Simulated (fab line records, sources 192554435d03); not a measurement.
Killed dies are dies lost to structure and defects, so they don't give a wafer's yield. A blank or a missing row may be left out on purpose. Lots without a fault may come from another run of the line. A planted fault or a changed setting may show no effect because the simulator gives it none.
fab line records | flow n5_finfet
record lots=7 wafers=39
route steps=1938 shown BEOL_M5@1160 BEOL_M8@1332 BEOL_M11@1592
start_h: hours from the record's first day to the start of the lot's first wafer shown | wait_h: hours since the lot's step before | " the same as in the row above | L1.1+2: a row that stands for several wafers | - no value, or no start given | * or withheld: withheld | < > ~ a bound
route shown NAME@n: a module of which the file shows steps, and the number in the route of the first | usual: mean/standard deviation of fault-free wafers | same: alike in all rows | chamber/n: place in a boat | sites: the reading at each site | _std_site: their standard deviation | _edge_site: outer sites' mean less inner sites' | radius_mm: how far each site lies from the wafer's centre | mask NAME#n: copy n | behind: the tool/chamber that last shaped the wafer | hold: why the lot was held/for how many hours/how that ended | device: the transistor (n, p or np) that didn't switch | end of line: the same wafers' tests at the end of the route | a step without rows: its recipe alone | killed: dies lost to structure and defects at the first sort, not the wafer's yield | map: a wafer's dies, x killed, . not, _ none there
set.NAME: the setting as run; set.NAME@STEP: as run at that earlier step | model.NAME: the simulator's own value behind a step, which no gauge read
lots whose settings were changed on purpose; a table a step, a row a wafer
## steps
# step N5_BEOL_M5_TRENCH_ETCH_37
# recipe chemistry=C4F6/O2 target_depth_a=716.52 target=SiCOH_lowk time_s=24.7 ion_energy_ev=250 pressure_mtorr=30 source_w=345 bias_w=185 Ar_flow_sccm=300 C4F6_flow_sccm=10 O2_flow_sccm=10
# columns lot.wafer tool chamber start_h wait_h set.target_depth_a model.BEOL_M5.feature_depth_nm model.etch.depth_nm model.TiN_of_BEOL_M5_HM_DEP_02.thk_nm
L074.1 rie_diel-04 1 - - 716.52 71.4 71.32 18
L074.2 " 0 " " 716.52 69.6 69.6 18.2
L074.3 " 3 " " 716.52 69.2 69.15 18.2
L074.4 " 3 " " 716.52 68.8 68.8 18.2
L074.5 " 0 " " 716.52 70 70 18.2
L074.6 " 1 " " 716.52 71 71.09 17.8
L080.1 rie_diel-01 1 - - 716.52 69.6 69.66 18
L080.2 " 3 " " 716.52 71 70.94 18
L080.3 " 2 " " 716.52 69.4 69.4 17.8
L080.4 " 0 " " 716.52 69.4 69.35 18
L080.5 " 1 " " 716.52 69.8 69.77 18
L080.6 " 0 " " 716.52 69 69.01 18.2
L086.2 rie_diel-01 2 - - 716.52 71 71.09 17.4
L086.3 " 0 " " 716.52 70.2 70.27 17.8
L086.6 " 0 " " 716.52 70 69.91 17.6
L090.1 rie_diel-05 3 - - 716.52 72.2 72.25 18
L090.2 " 2 " " 716.52 71 71.07 18.2
L090.3 " 1 " " 461.1 46 46.09 18.8
L090.4 " 0 " " 716.52 70.6 70.57 18
L090.5 " 1 " " 461.1 46.2 46.21 18.8
L090.6 " 2 " " 461.1 45.6 45.68 18.6
L093.1 rie_diel-04 0 - - 317.5 31.2 31.12 19.2
L093.2 " 3 " " 716.52 69 69.06 18.4
L093.3 " 2 " " 716.52 71 71.01 18.2
L093.4 " 1 " " 317.5 32.2 32.25 19.2
L093.5 " 3 " " 716.52 68.6 68.62 18
L093.6 " 2 " " 317.5 31.2 31.3 19.4
L095.1 rie_diel-04 3 - - 1063 103 103 16.8
L095.2 " 1 " " 716.52 73.2 73.29 17.8
L095.3 " 0 " " 716.52 70.2 70.17 18.2
L095.4 " 2 " " 716.52 70.8 70.75 18
L095.5 " 2 " " 1063 106.6 106.5 17
L095.6 " 3 " " 1063 103.4 103.4 17.2
L097.1 rie_diel-04 2 - - 716.52 70.8 70.89 18.2
L097.2 " 0 " " 716.52 69.8 69.84 18
L097.3 " 1 " " 716.52 72.8 72.77 17.6
L097.4 " 1 " " 716.52 73 73.09 18
L097.5 " 0 " " 716.52 70.4 70.34 18.2
L097.6 " 2 " " 716.52 71.4 71.49 17.8
# step N5_BEOL_M5_ETCH_41
# recipe chemistry=CH3F/O2 target=SiCN target_depth_a=315 taper_deg=2 time_s=56.7 ion_energy_ev=120 mask_material=TiN pressure_mtorr=30 source_w=395 bias_w=75 Ar_flow_sccm=150 CH3F_flow_sccm=30 O2_flow_sccm=20
# step N5_BEOL_M5_STRIP_91
# recipe chemistry=N2/H2 time_s=10 power_w=450 temp_c=40 pressure_mtorr=20 rf_frequency_hz=6e+07 bias_power_w=7 n2_flow_sccm=200 h2_flow_sccm=200
# step N5_BEOL_M5_OCD_MEAS_38
# usual trench_depth_nm=70.9/1.1
# columns lot.wafer tool chamber start_h wait_h set.target_depth_a@BEOL_M5_TRENCH_ETCH_37 trench_depth_nm
L074.1 ocd-02 - 351.42 - 716.52 71.1
L074.2 " - " " 716.52 69.2
L074.3 " - " " 716.52 69.4
L074.4 " - " " 716.52 68.8
L074.5 " - " " 716.52 69.8
L074.6 " - " " 716.52 71.4
L080.1 ocd-01 - 364.99 - 716.52 70.0
L080.2 " - " " 716.52 71.3
L080.3 " - " " 716.52 69.7
L080.4 " - " " 716.52 69.8
L080.5 " - " " 716.52 70.1
L080.6 " - " " 716.52 69.4
L086.2 ocd-02 - 412.36 - 716.52 71.7
L086.3 " - " " 716.52 70.7
L086.6 " - " " 716.52 69.6
L090.1 ocd-02 - 412.64 - 716.52 72.3
L090.2 " - " " 716.52 71.3
L090.3 " - " " 461.1 45.8
L090.4 " - " " 716.52 70.2
L090.5 " - " " 461.1 46.3
L090.6 " - " " 461.1 45.7
L093.1 ocd-01 - 441.86 - 317.5 31.6
L093.2 " - " " 716.52 69.3
L093.3 " - " " 716.52 70.8
L093.4 " - " " 317.5 32.1
L093.5 " - " " 716.52 68.9
L093.6 " - " " 317.5 30.3
L095.1 ocd-01 - 442.25 - 1063 103.0
L095.2 " - " " 716.52 73.5
L095.3 " - " " 716.52 70.4
L095.4 " - " " 716.52 70.9
L095.5 " - " " 1063 106.3
L095.6 " - " " 1063 103.1
L097.1 ocd-01 - 475.20 - 716.52 71.1
L097.2 " - " " 716.52 69.8
L097.3 " - " " 716.52 72.8
L097.4 " - " " 716.52 73.2
L097.5 " - " " 716.52 69.9
L097.6 " - " " 716.52 71.5
# step N5_BEOL_M5_HM_STRIP_39
# recipe chemistry=peroxide_tin_strip material=TiN target_depth_a=250 temp_c=50 time_s=158
# step N5_BEOL_M5_SRD_40
# recipe time_s=30 temp_c=23 rinse_liquid=diw dry=ipa_marangoni
# step N5_BEOL_M5_ECD_50
# recipe material=Cu target_thk_a=3000
# step N5_BEOL_M5_ANNEAL_51
# recipe temp_c=225 time_s=90 ambient=N2
# step N5_BEOL_M5_CMP_52
# recipe stop_on=SiCOH_lowk t_overpolish_s=6.9 down_force_psi=1 platen_rpm=50 clearing_platen_down_force_psi=1.5 clearing_platen_rpm=50 post_cmp_clean=cu_alkaline target_thk_nm=62 clearing_platen_pad_velocity_m_s=0.99484 pad_velocity_m_s=0.99484
# columns lot.wafer tool chamber start_h wait_h set.target_depth_a@BEOL_M5_TRENCH_ETCH_37 model.Cu_of_BEOL_M5_ECD_50.thk_nm
L074.3 cmp-02 3 357.36 0.2 716.52 60.4
L074.1 " 0 " " 716.52 62.4
L074.2 " 1 " " 716.52 59.2
L074.4 " 2 " " 716.52 59.4
L074.5 " 3 " " 716.52 60.2
L074.6 " 0 " " 716.52 61.8
L080.4 cmp-03 1 372.52 0.1 716.52 62.2
L080.1+6 " 2 " " 716.52 60.8
L080.2+5 " 3,1 " " 716.52 61.6
L080.3 " 0 " " 716.52 59.4
L086.2 cmp-01 2 418.74 0.2 716.52 62.2
L086.3 " 0 " " 716.52 61
L086.6 " 3 " " 716.52 61.4
L090.4 cmp-01 0 419.02 0.1 716.52 60.8
L090.1 " 1 " " 716.52 63.8
L090.3 " 2 " " 461.1 38
L090.2 " 3 " " 716.52 63.2
L090.5 " 0 " " 461.1 35.8
L090.6 " 1 " " 461.1 37
L093.1 cmp-01 1 449.18 0.4 317.5 20.4
L093.4 " 2 " " 317.5 23.4
L093.3 " 3 " " 716.52 62.6
L093.2 " 0 " " 716.52 59.2
L093.6 " 1 " " 317.5 21.4
L093.5 " 2 " " 716.52 59.8
L095.3 cmp-02 2 451.74 0.2 716.52 60
L095.1 " 3 " " 1063 92
L095.4 " 0 " " 716.52 61.4
L095.2 " 1 " " 716.52 62.4
L095.5 " 2 " " 1063 97.2
L095.6 " 3 " " 1063 92.2
L097.3 cmp-01 3 481.58 0.2 716.52 65
L097.4 " 0 " " 716.52 64
L097.2 " 1 " " 716.52 60.6
L097.1 " 2 " " 716.52 62
L097.5+6 " 3,0 " " 716.52 62.6
# step N5_BEOL_M5_THK_MEAS_53
# recipe thk_meas_gauge=xrf reads=Cu_of_BEOL_M5_ECD_50
# usual M5_THK=60.2/1.7
# columns lot.wafer tool chamber start_h wait_h set.target_depth_a@BEOL_M5_TRENCH_ETCH_37 M5_THK[nm]
L074.1 film_metro-02 - 357.65 - 716.52 60.8
L074.2 " - " " 716.52 57.2
L074.3 " - " " 716.52 58.6
L074.4 " - " " 716.52 57.9
L074.5 " - " " 716.52 58.4
L074.6 " - " " 716.52 59.9
L080.1 film_metro-02 - 372.81 - 716.52 59.7
L080.2 " - " " 716.52 60.0
L080.3 " - " " 716.52 57.9
L080.4 " - " " 716.52 61.0
L080.5 " - " " 716.52 60.4
L080.6 " - " " 716.52 59.8
L086.2 film_metro-01 - 419.03 - 716.52 61.8
L086.3 " - " " 716.52 60.2
L086.6 " - " " 716.52 60.7
L090.1 film_metro-02 - 419.32 - 716.52 63.3
L090.2 " - " " 716.52 62.7
L090.3 " - " " 461.1 37.5
L090.4 " - " " 716.52 60.0
L090.5 " - " " 461.1 35.6
L090.6 " - " " 461.1 36.5
L093.1 film_metro-01 - 449.47 - 317.5 20.1
L093.2 " - " " 716.52 58.5
L093.3 " - " " 716.52 61.5
L093.4 " - " " 317.5 22.9
L093.5 " - " " 716.52 59.0
L093.6 " - " " 317.5 21.1
L095.1 film_metro-02 - 452.03 - 1063 90.6
L095.2 " - " " 716.52 61.2
L095.3 " - " " 716.52 59.0
L095.4 " - " " 716.52 60.5
L095.5 " - " " 1063 95.7
L095.6 " - " " 1063 90.6
L097.1 film_metro-01 - 481.87 - 716.52 60.7
L097.2 " - " " 716.52 59.4
L097.3 " - " " 716.52 63.7
L097.4 " - " " 716.52 62.8
L097.5 " - " " 716.52 61.3
L097.6 " - " " 716.52 61.5
# step N5_BEOL_M5_PRE_CLEAN_77
# recipe gas=NH3/H2 time_s=15 temp_c=* rf_power_w=300
# step N5_BEOL_M5_CO_CAP_78
# recipe material=Co target_thk_a=20 temp_c=200 precursor=CCTBA/H2 pressure_torr=30 time_s=102.1
# step N5_BEOL_M5_PRE_CLEAN_55
# recipe gas=NH3 time_s=15 temp_c=withheld rf_power_w=300
# step N5_BEOL_M5_DEP_56
# recipe material=SiCN target_thk_a=80 temp_c=withheld precursor=3MS/NH3 pressure_torr=3 rf_w=202 time_s=14
# step N5_BEOL_M5_RS_MEAS_57
# recipe thk_meas_gauge=four-point-probe reads=Co_of_BEOL_M5_CO_CAP_78+Cu_of_BEOL_M5_ECD_50+Co_of_BEOL_M5_CVD_47+TaN_of_BEOL_M5_ALD_86
# usual M5_RS=0.393/0.013
# columns lot.wafer tool chamber start_h wait_h set.target_depth_a@BEOL_M5_TRENCH_ETCH_37 M5_RS[ohm/sq]
L074.1 film_metro-01 - 357.91 0.0 716.52 0.384
L074.2 " - " " 716.52 0.408
L074.3 " - " " 716.52 0.399
L074.4 " - " " 716.52 0.407
L074.5 " - " " 716.52 0.400
L074.6 " - " " 716.52 0.387
L080.1 film_metro-02 - 373.09 0.0 716.52 0.395
L080.2 " - " " 716.52 0.390
L080.3 " - " " 716.52 0.406
L080.4 " - " " 716.52 0.384
L080.5 " - " " 716.52 0.389
L080.6 " - " " 716.52 0.395
L086.2 film_metro-01 - 419.30 0.1 716.52 0.384
L086.3 " - " " 716.52 0.394
L086.6 " - " " 716.52 0.391
L090.1 film_metro-01 - 419.58 0.0 716.52 0.373
L090.2 " - " " 716.52 0.378
L090.3 " - " " 461.1 0.714
L090.4 " - " " 716.52 0.395
L090.5 " - " " 461.1 0.771
L090.6 " - " " 461.1 0.740
L093.1 film_metro-02 - 449.76 0.1 317.5 1.640
L093.2 " - " " 716.52 0.407
L093.3 " - " " 716.52 0.382
L093.4 " - " " 317.5 1.368
L093.5 " - " " 716.52 0.403
L093.6 " - " " 317.5 1.541
L095.1 film_metro-01 - 452.30 0.1 1063 0.242
L095.2 " - " " 716.52 0.382
L095.3 " - " " 716.52 0.402
L095.4 " - " " 716.52 0.391
L095.5 " - " " 1063 0.228
L095.6 " - " " 1063 0.241
L097.1 film_metro-01 - 482.13 0.0 716.52 0.386
L097.2 " - " " 716.52 0.398
L097.3 " - " " 716.52 0.365
L097.4 " - " " 716.52 0.372
L097.5 " - " " 716.52 0.381
L097.6 " - " " 716.52 0.382
# step N5_BEOL_M8_ILD_DEP_00
# recipe material=SiCOH_lowk target_thk_a=1797.5 temp_c=300 precursor=DEMS/porogen pressure_torr=5 rf_w=500 time_s=33.4
# columns lot.wafer tool chamber start_h wait_h set.time_s model.SiCOH_lowk_of_BEOL_M8_ILD_DEP_00.thk_nm
L074.1 pecvd-02 1 375.38 0.0 33.4 178.8
L074.2 " 0 " " 33.4 179.4
L074.3 " 2 " " 33.4 178.6
L074.4 " 0 " " 33.4 180.2
L074.5 " 1 " " 33.4 181.6
L074.6 " 2 " " 33.4 183
L080.1+2 pecvd-02 2,1 388.12 0.0 18.95 102.4
L080.3 " 0 " " 33.4 176.8
L080.4 " 2 " " 33.4 179.8
L080.5 " 1 " " 18.95 103.8
L080.6 " 0 " " 33.4 178.8
L086.2 pecvd-02 0 436.70 0.0 33.4 179
L086.3 " 2 " " 33.4 176.6
L086.6 " 2 " " 33.4 179.2
L090.1 pecvd-02 1 437.44 0.0 40.18 212.4
L090.2 " 0 " " 33.4 178.2
L090.3 " 2 " " 40.18 212.2
L090.4 " 2 " " 33.4 179
L090.5 " 1 " " 40.18 217
L090.6 " 0 " " 33.4 180.6
L093.1 pecvd-01 2 468.01 0.0 26.11 140.4
L093.2 " 0 " " 26.11 138.2
L093.3 " 1 " " 33.4 177.8
L093.4 " 1 " " 33.4 181
L093.5 " 2 " " 26.11 140.8
L093.6 " 0 " " 33.4 180.6
L095.1 pecvd-04 1 471.29 0.0 14.85 83.6
L095.2 " 2 " " 14.85 80.4
L095.3 " 0 " " 33.4 177.6
L095.4 " 2 " " 14.85 81
L095.5 " 0 " " 33.4 181.8
L095.6 " 1 " " 33.4 181.4
L097.1 pecvd-02 2 498.13 0.0 33.4 177
L097.2 " 1 " " 42.36 223.2
L097.3 " 0 " " 42.36 221.2
L097.4 " 2 " " 33.4 181.6
L097.5 " 0 " " 42.36 224.6
L097.6 " 1 " " 33.4 179
# step N5_BEOL_M8_CURE_74
# recipe temp_c=385 time_s=240 ambient=He/Ar material=SiCOH_lowk
# columns lot.wafer tool chamber start_h wait_h set.time_s@BEOL_M8_ILD_DEP_00 model.SiCOH_lowk_of_BEOL_M8_ILD_DEP_00.thk_nm
L074.1 uv_cure-02 0 375.45 0.0 33.4 154.2
L074.2 " 0 " " 33.4 154.8
L074.3 " 0 " " 33.4 154
L074.4 " 0 " " 33.4 155.4
L074.5 " 0 " " 33.4 156.6
L074.6 " 0 " " 33.4 157.8
L080.1 uv_cure-03 2 388.18 0.0 18.95 87.8
L080.2 " 2 " " 18.95 88
L080.3 " 2 " " 33.4 152.4
L080.4 " 2 " " 33.4 155.2
L080.5 " 2 " " 18.95 89
L080.6 " 2 " " 33.4 154.2
L086.2+6 uv_cure-02 0 436.84 0.1 33.4 154.4
L086.3 " 0 " " 33.4 152.2
L090.1 uv_cure-02 0 438.06 0.6 40.18 183.6
L090.2 " 0 " " 33.4 153.6
L090.3 " 0 " " 40.18 183.4
L090.4 " 0 " " 33.4 154.4
L090.5 " 0 " " 40.18 187.6
L090.6 " 0 " " 33.4 155.8
L093.1 uv_cure-02 1 468.07 0.0 26.11 120.8
L093.2 " 1 " " 26.11 118.8
L093.3 " 1 " " 33.4 153.4
L093.4 " 1 " " 33.4 156
L093.5 " 1 " " 26.11 121.2
L093.6 " 1 " " 33.4 155.8
L095.1 uv_cure-02 0 471.36 0.0 14.85 71.8
L095.2 " 0 " " 14.85 69
L095.3 " 0 " " 33.4 153
L095.4 " 0 " " 14.85 69.4
L095.5 " 0 " " 33.4 156.8
L095.6 " 0 " " 33.4 156.4
L097.1 uv_cure-02 2 498.20 0.0 33.4 152.6
L097.2 " 2 " " 42.36 193
L097.3 " 2 " " 42.36 191.2
L097.4 " 2 " " 33.4 156.6
L097.5 " 2 " " 42.36 194.2
L097.6 " 2 " " 33.4 154.4
# step N5_BEOL_M8_THK_MEAS_01
# recipe reads=SiCOH_lowk_of_BEOL_M8_ILD_DEP_00
# usual M8_ILD_THK=154.3/1.8
# columns lot.wafer tool chamber start_h wait_h set.time_s@BEOL_M8_ILD_DEP_00 M8_ILD_THK[nm]
L074.1 film_metro-02 - 376.44 0.8 33.4 154.3
L074.2 " - " " 33.4 154.9
L074.3 " - " " 33.4 154.1
L074.4 " - " " 33.4 155.5
L074.5 " - " " 33.4 156.8
L074.6 " - " " 33.4 157.8
L080.1 film_metro-02 - 388.69 0.4 18.95 87.8
L080.2 " - " " 18.95 87.9
L080.3 " - " " 33.4 152.5
L080.4 " - " " 33.4 155.0
L080.5 " - " " 18.95 89.1
L080.6 " - " " 33.4 154.3
L086.2 film_metro-02 - 437.28 0.4 33.4 154.3
L086.3 " - " " 33.4 152.2
L086.6 " - " " 33.4 154.3
L090.1 film_metro-01 - 438.57 0.4 40.18 183.6
L090.2 " - " " 33.4 153.6
L090.3 " - " " 40.18 183.3
L090.4 " - " " 33.4 154.3
L090.5 " - " " 40.18 187.5
L090.6 " - " " 33.4 155.6
L093.1 film_metro-02 - 468.59 0.4 26.11 120.9
L093.2 " - " " 26.11 118.9
L093.3 " - " " 33.4 153.3
L093.4 " - " " 33.4 156.1
L093.5 " - " " 26.11 121.1
L093.6 " - " " 33.4 155.7
L095.1 film_metro-02 - 471.87 0.4 14.85 71.7
L095.2 " - " " 14.85 69.0
L095.3 " - " " 33.4 153.0
L095.4 " - " " 14.85 69.5
L095.5 " - " " 33.4 156.8
L095.6 " - " " 33.4 156.5
L097.1 film_metro-01 - 498.71 0.4 33.4 152.6
L097.2 " - " " 42.36 192.9
L097.3 " - " " 42.36 191.0
L097.4 " - " " 33.4 156.7
L097.5 " - " " 42.36 194.0
L097.6 " - " " 33.4 154.3
# step N5_BEOL_M11_CVD_75
# recipe material=Co target_thk_a=20 temp_c=withheld precursor=CCTBA/H2 pressure_torr=30 time_s=138.9
# columns lot.wafer tool chamber start_h wait_h set.target_thk_a model.Co_of_BEOL_M11_CVD_75.thk_nm
L074.1+4 cvd_co-02 0,2 419.05 0.0 11 1
L074.2 " 2 " " 20 1.8
L074.3+5 " 1,0 " " 20 2
L074.6 " 1 " " 11 1.2
L080.1+4 cvd_co-02 2 427.01 0.2 20 1.8
L080.2 " 1 " " 20 2.2
L080.3+5+6 " 0,0,1 " " 15.28 1.6
L086.2 cvd_co-02 0 475.10 0.0 20 2.2
L086.3+6 " 1,2 " " 20 2
L090.1 cvd_co-02 2 476.38 0.1 20 1.8
L090.2+3 " 0,1 " " 20 2
L090.4 " 2 " " 14.52 1.2
L090.5+6 " 0,1 " " 14.52 1.4
L093.1+3+4+5+6 cvd_co-02 0,1,0,1,2 499.68 0.2 20 2.2
L093.2 " 2 " " 20 2
L095.1+3+5 cvd_co-01 1,2,1 501.37 0.2 20 2
L095.2 " 0 " " 31.39 3.4
L095.4+6 " 0,2 " " 31.39 3.2
L097.1 cvd_co-02 2 530.51 0.2 20 2
L097.2 " 0 " " 25.49 2.8
L097.3+4 " 1,0 " " 20 2.2
L097.5+6 " 2,1 " " 25.49 2.6
## key
split step=N5_BEOL_M5_TRENCH_ETCH_37 setting=target_depth_a stated=716.52 by=wafer
response step=N5_BEOL_M5_TRENCH_ETCH_37 reading=model.BEOL_M5.feature_depth_nm change=+0.687 per=1% r=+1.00
response step=N5_BEOL_M5_TRENCH_ETCH_37 reading=model.etch.depth_nm change=+0.687 per=1% r=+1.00
response step=N5_BEOL_M5_TRENCH_ETCH_37 reading=model.TiN_of_BEOL_M5_HM_DEP_02.thk_nm change=-0.0196 per=1% r=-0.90
response step=N5_BEOL_M5_OCD_MEAS_38 reading=trench_depth_nm change=+0.687 per=1% r=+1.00
response step=N5_BEOL_M5_CMP_52 reading=model.Cu_of_BEOL_M5_ECD_50.thk_nm change=+0.693 per=1% r=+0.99
response step=N5_BEOL_M5_THK_MEAS_53 reading=M5_THK change=+0.684 per=1% r=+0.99
response step=N5_BEOL_M5_RS_MEAS_57 reading=M5_RS shape=bent at_lowest=1.516 at_stated=0.390 at_highest=0.237
split step=N5_BEOL_M8_ILD_DEP_00 setting=time_s stated=33.4 by=wafer
response step=N5_BEOL_M8_ILD_DEP_00 reading=model.SiCOH_lowk_of_BEOL_M8_ILD_DEP_00.thk_nm change=+1.75 per=1% r=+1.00
response step=N5_BEOL_M8_CURE_74 reading=model.SiCOH_lowk_of_BEOL_M8_ILD_DEP_00.thk_nm change=+1.52 per=1% r=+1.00
response step=N5_BEOL_M8_THK_MEAS_01 reading=M8_ILD_THK change=+1.52 per=1% r=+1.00
split step=N5_BEOL_M11_CVD_75 setting=target_thk_a stated=20 by=wafer
response step=N5_BEOL_M11_CVD_75 reading=model.Co_of_BEOL_M11_CVD_75.thk_nm change=+0.0205 per=1% r=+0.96
